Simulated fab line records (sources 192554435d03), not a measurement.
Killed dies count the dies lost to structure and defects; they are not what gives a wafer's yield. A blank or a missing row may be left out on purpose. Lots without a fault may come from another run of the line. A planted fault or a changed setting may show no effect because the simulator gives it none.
Which tool was responsible? | flow n5-finfet | 36 wafers from 12 lots sampled at 4 of the route's 1938 steps

WHAT EACH GAUGE READ, for each wafer
N5_BEOL_M2_CD_MEAS_35: target cd 18 nm, target cd y 22.2 nm.
lot  | measured     | on        | cd-nm (nm)
L075 | day 7 03:38  | cd-sem-02 | 18.0 18.4 18.3
L077 | day 7 12:16  | cd-sem-01 | 18.0 17.7 18.5
L079 | day 7 21:56  | cd-sem-01 | 18.3 17.5 18.5
L081 | day 8 11:17  | cd-sem-03 | 17.2 17.3 17.6
L083 | day 9 01:10  | cd-sem-02 | 18.6 18.1 17.9
L085 | day 9 15:38  | cd-sem-03 | 18.2 18.0 18.1
L087 | day 10 03:53 | cd-sem-01 | 17.4 17.8 18.0
L089 | day 10 11:42 | cd-sem-02 | 16.8 17.9 17.8
L091 | day 10 21:29 | cd-sem-02 | 18.9 18.7 18.1
L093 | day 11 08:17 | cd-sem-03 | 17.8 17.7 17.7
L095 | day 12 07:14 | cd-sem-01 | 18.3 17.8 17.7
L096 | day 12 15:02 | cd-sem-03 | 18.9 17.8 18.9

WHAT TOOL EACH LOT RAN ON (gives the tool, then ch and the chambers of the sampled wafers, and finally the start)
lot  | N5_BEOL_M2_HM_DEP_02         | N5_BEOL_M2_ETCH_64                 | N5_BEOL_M2_ETCHBACK_99
L075 | pvd-sputter-03, day 7 00:39  | rie-diel-04 ch 0,1,2, day 7 01:39  | rie-diel-04 ch 0,1,2, day 7 03:05
L077 | pvd-sputter-01, day 7 07:59  | rie-diel-03 ch 0,2,3, day 7 08:34  | rie-diel-01 ch 0,1,3, day 7 11:43
L079 | pvd-sputter-01, day 7 17:46  | rie-diel-03 ch 1,2,3, day 7 18:29  | rie-diel-01 ch 0,2,3, day 7 21:24
L081 | pvd-sputter-03, day 8 08:37  | rie-diel-03 ch 1,3, day 8 09:20    | rie-diel-03 ch 0,1, day 8 10:44
L083 | pvd-sputter-01, day 8 15:43  | rie-diel-01 ch 0,1,2, day 8 16:19  | rie-diel-03 ch 0,3, day 9 00:38
L085 | pvd-sputter-01, day 9 08:38  | rie-diel-03 ch 0,2,3, day 9 10:08  | rie-diel-03 ch 0,1, day 9 15:05
L087 | pvd-sputter-02, day 9 15:58  | rie-diel-03 ch 0,2, day 9 16:57    | rie-diel-03 ch 0,1,3, day 10 03:20
L089 | pvd-sputter-01, day 10 04:18 | rie-diel-01 ch 0,2,3, day 10 05:38 | rie-diel-03 ch 0,1,3, day 10 11:09
L091 | pvd-sputter-02, day 10 15:50 | rie-diel-03 ch 0,2,3, day 10 16:46 | rie-diel-01 ch 1,2,3, day 10 20:56
L093 | pvd-sputter-03, day 11 01:55 | rie-diel-03 ch 1,2, day 11 02:54   | rie-diel-03 ch 0,1,2, day 11 07:44
L095 | pvd-sputter-01, day 11 16:38 | rie-diel-04 ch 1,2,3, day 11 17:14 | rie-diel-01 ch 1,3, day 12 06:41
L096 | pvd-sputter-02, day 12 05:28 | rie-diel-03 ch 0,3, day 12 06:04   | rie-diel-01 ch 1,2, day 12 14:29
- N5_BEOL_M2_HM_DEP_02: deposits TiN, target thk 20 nm.
- N5_BEOL_M2_ETCH_64: etches SOC in N2/H2, target depth 75 nm, overetch 22.5 nm, time 121.9 s.
- N5_BEOL_M2_ETCHBACK_99: etches SiO2 in CHF3, target depth 5 nm, time 10.4 s.

THE ANSWER, worked out from the rows above alone
Rule: the usual values come from the lots themselves. Put in order of their means at a reading, lots are off if they are a third of the lots or fewer, leave a main group of 4 or more, and stand apart from it by a gap of 3 or more times the standard deviation of the main group's means; of several such gaps the widest counts. A main group whose means are all the same, to the digits that the tables above print for the reading, isn't used. A lot without any number at a reading at which 4 lots or more have one is off too. All remaining lots with rows at the step are treated as sound.
No lot is off on any of the readings shown, so nothing can be concluded from this.

WHAT HAD BEEN PUT IN BY THE SIMULATOR
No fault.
